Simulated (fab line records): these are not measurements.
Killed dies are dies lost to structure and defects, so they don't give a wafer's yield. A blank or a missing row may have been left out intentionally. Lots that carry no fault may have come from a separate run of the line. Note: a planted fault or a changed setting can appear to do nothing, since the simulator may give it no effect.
Chamber matching	flow n5Finfet	aldSin-03 running N5_BEOL_M4_ALD_98: 4 sister chambers
The step deposits SiO2, target thk 2.5 nm, pulse time 1 s, co reactant pulse time 1 s. 22 wafers are shown with their chamber, then 11 later ones without.

== EACH WAFER AND ITS CHAMBER ==
wafer	chamber	heaterPowerW (W)	precursorPulseHeightRel
L074.1	1	65	0.997
L074.2	0	86	1.020
L074.4	3	79	0.994
L078.1	1	64	0.994
L078.2	0	88	1.048
L078.6	1	65	1.023
L080.2	0	84	0.995
L080.3	3	80	1.005
L080.6	2	81	0.990
L081.2	1	65	0.986
L081.5	1	64	1.009
L081.6	3	81	1.008
L082.1	3	80	0.969
L082.3	0	89	1.010
L082.4	1	66	1.018
L083.1	3	79	0.942
L083.2	2	86	0.966
L083.4	0	87	0.990
L084.2	2	80	0.989
L084.3	1	67	0.992
L084.6	0	88	1.031
L089.3	1	65	1.032

SIGNATURES (averages over the wafers above)
reading	chamber 0	chamber 1	chamber 2	chamber 3	scatter within a chamber
heaterPowerW	87.00	65.12	82.33	79.80	1.6
precursorPulseHeightRel	1.01567	1.00638	0.98167	0.98360	0.0209
Rule: a wafer's distance from a chamber is the root of the sum, over the readings, of the square of ((its reading less the chamber's mean) divided by the reading's scatter). If the next closest chamber is less than 2 further off than the closest, the wafer can't be placed; otherwise it belongs to the closest. The scatter is the square root of a quotient: the sum, over the shown wafers, of each reading's squared deviation from its chamber's mean, divided by wafers minus chambers.

== WAFERS MISSING THEIR CHAMBER ==
wafer	heaterPowerW (W)	precursorPulseHeightRel
L089.4	88	1.018
L089.6	84	0.966
L092.1	85	0.986
L092.4	88	1.031
L092.6	67	0.991
L093.1	88	0.998
L093.3	67	0.987
L093.4	84	0.999
L096.4	66	0.978
L096.5	84	0.988
L096.6	78	1.023

== THE CHAMBER EACH PASSED THROUGH ==
wafer	from the rows above	in truth
L089.4	0	0
L089.6	can't be placed: 2 or 3 or 0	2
L092.1	can't be placed: 2 or 0 or 3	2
L092.4	0	0
L092.6	1	1
L093.1	0	0
L093.3	1	1
L093.4	can't be placed: 2 or 0 or 3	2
L096.4	1	1
L096.5	can't be placed: 2 or 0 or 3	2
L096.6	can't be placed: 3 or 2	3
Placed correctly: 6 of 11. Can't be placed from these rows: 5 (the true chamber is among the candidates in 5). Number placed wrongly: 0.
